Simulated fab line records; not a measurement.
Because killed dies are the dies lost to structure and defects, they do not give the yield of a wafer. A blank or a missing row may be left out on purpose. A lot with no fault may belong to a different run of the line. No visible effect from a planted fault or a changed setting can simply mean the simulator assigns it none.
Chamber matching || flow n5 finfet || rie diel-06 running N5_BEOL_M8_STRIP_67: 4 sister chambers
The step strips in CF4. 18 wafers are shown with their chamber, then 9 later ones without.

WAFERS WITH THEIR CHAMBER
{"wafer": "L076.1", "chamber": 1, "showerhead plenum p Torr (Torr)": 1.77, "oes product au (a.u.)": 0.69, "throttle valve pct (%)": 13.75}
{"wafer": "L076.2", "chamber": 2, "showerhead plenum p Torr (Torr)": 1.75, "oes product au (a.u.)": 0.92, "throttle valve pct (%)": 13.33}
{"wafer": "L076.4", "chamber": 3, "showerhead plenum p Torr (Torr)": 1.85, "oes product au (a.u.)": 0.75, "throttle valve pct (%)": 13.70}
{"wafer": "L077.1", "chamber": 1, "showerhead plenum p Torr (Torr)": 1.77, "oes product au (a.u.)": 0.69, "throttle valve pct (%)": 13.75}
{"wafer": "L077.5", "chamber": 2, "showerhead plenum p Torr (Torr)": 1.75, "oes product au (a.u.)": 0.91, "throttle valve pct (%)": 13.32}
{"wafer": "L077.6", "chamber": 3, "showerhead plenum p Torr (Torr)": 1.85, "oes product au (a.u.)": 0.73, "throttle valve pct (%)": 13.71}
{"wafer": "L078.1", "chamber": 1, "showerhead plenum p Torr (Torr)": 1.77, "oes product au (a.u.)": 0.68, "throttle valve pct (%)": 13.76}
{"wafer": "L078.2", "chamber": 2, "showerhead plenum p Torr (Torr)": 1.75, "oes product au (a.u.)": 0.92, "throttle valve pct (%)": 13.34}
{"wafer": "L078.3", "chamber": 3, "showerhead plenum p Torr (Torr)": 1.85, "oes product au (a.u.)": 0.73, "throttle valve pct (%)": 13.71}
{"wafer": "L079.1", "chamber": 0, "showerhead plenum p Torr (Torr)": 1.86, "oes product au (a.u.)": 0.74, "throttle valve pct (%)": 13.76}
{"wafer": "L079.2", "chamber": 2, "showerhead plenum p Torr (Torr)": 1.75, "oes product au (a.u.)": 0.91, "throttle valve pct (%)": 13.34}
{"wafer": "L079.3", "chamber": 1, "showerhead plenum p Torr (Torr)": 1.77, "oes product au (a.u.)": 0.68, "throttle valve pct (%)": 13.75}
{"wafer": "L081.1", "chamber": 2, "showerhead plenum p Torr (Torr)": 1.75, "oes product au (a.u.)": 0.91, "throttle valve pct (%)": 13.34}
{"wafer": "L081.2", "chamber": 1, "showerhead plenum p Torr (Torr)": 1.76, "oes product au (a.u.)": 0.68, "throttle valve pct (%)": 13.78}
{"wafer": "L081.6", "chamber": 0, "showerhead plenum p Torr (Torr)": 1.86, "oes product au (a.u.)": 0.74, "throttle valve pct (%)": 13.79}
{"wafer": "L091.1", "chamber": 0, "showerhead plenum p Torr (Torr)": 1.85, "oes product au (a.u.)": 0.72, "throttle valve pct (%)": 13.86}
{"wafer": "L091.5", "chamber": 0, "showerhead plenum p Torr (Torr)": 1.85, "oes product au (a.u.)": 0.72, "throttle valve pct (%)": 13.83}
{"wafer": "L091.6", "chamber": 3, "showerhead plenum p Torr (Torr)": 1.84, "oes product au (a.u.)": 0.72, "throttle valve pct (%)": 13.77}

SIGNATURES, as means of the wafers listed above
{"reading": "showerhead plenum p Torr", "chamber 0": 1.8550, "chamber 1": 1.7680, "chamber 2": 1.7500, "chamber 3": 1.8475, "scatter within a chamber": 0.00427}
{"reading": "oes product au", "chamber 0": 0.7300, "chamber 1": 0.6840, "chamber 2": 0.9140, "chamber 3": 0.7325, "scatter within a chamber": 0.00892}
{"reading": "throttle valve pct", "chamber 0": 13.8100, "chamber 1": 13.7580, "chamber 2": 13.3340, "chamber 3": 13.7225, "scatter within a chamber": 0.0266}
Rule: a wafer's distance from a chamber is the root of the sum, over the readings, of the square of ((its reading less the chamber's mean) divided by the reading's scatter). If the next closest chamber is less than 2 further off than the closest, the wafer can't be placed; otherwise it belongs to the closest. The scatter: the root of (the sum of the squares of (reading less its chamber's mean) over the shown wafers, divided by (wafers less chambers)).

WAFERS WITH NO CHAMBER GIVEN
{"wafer": "L090.1", "showerhead plenum p Torr (Torr)": 1.85, "oes product au (a.u.)": 0.71, "throttle valve pct (%)": 13.87}
{"wafer": "L090.3", "showerhead plenum p Torr (Torr)": 1.84, "oes product au (a.u.)": 0.72, "throttle valve pct (%)": 13.81}
{"wafer": "L090.5", "showerhead plenum p Torr (Torr)": 1.75, "oes product au (a.u.)": 0.85, "throttle valve pct (%)": 13.41}
{"wafer": "L092.1", "showerhead plenum p Torr (Torr)": 1.74, "oes product au (a.u.)": 0.85, "throttle valve pct (%)": 13.41}
{"wafer": "L092.2", "showerhead plenum p Torr (Torr)": 1.84, "oes product au (a.u.)": 0.71, "throttle valve pct (%)": 13.82}
{"wafer": "L092.3", "showerhead plenum p Torr (Torr)": 1.85, "oes product au (a.u.)": 0.72, "throttle valve pct (%)": 13.86}
{"wafer": "L096.2", "showerhead plenum p Torr (Torr)": 1.85, "oes product au (a.u.)": 0.72, "throttle valve pct (%)": 13.88}
{"wafer": "L096.4", "showerhead plenum p Torr (Torr)": 1.84, "oes product au (a.u.)": 0.71, "throttle valve pct (%)": 13.81}
{"wafer": "L096.6", "showerhead plenum p Torr (Torr)": 1.76, "oes product au (a.u.)": 0.92, "throttle valve pct (%)": 13.20}

WHICH CHAMBER EACH ONE RAN IN
{"wafer": "L090.1", "from the rows above": 0, "in truth": 0}
{"wafer": "L090.3", "from the rows above": "can't be placed: 0 or 3", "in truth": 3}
{"wafer": "L090.5", "from the rows above": 2, "in truth": 2}
{"wafer": "L092.1", "from the rows above": 2, "in truth": 2}
{"wafer": "L092.2", "from the rows above": "can't be placed: 0 or 3", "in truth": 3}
{"wafer": "L092.3", "from the rows above": 0, "in truth": 0}
{"wafer": "L096.2", "from the rows above": 0, "in truth": 0}
{"wafer": "L096.4", "from the rows above": "can't be placed: 0 or 3", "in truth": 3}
{"wafer": "L096.6", "from the rows above": 2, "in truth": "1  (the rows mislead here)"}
Correct placement for 5 of the 9. Cannot be placed on the basis of these rows: 3; the candidates contain the true chamber in 3. Wrongly placed: 1.
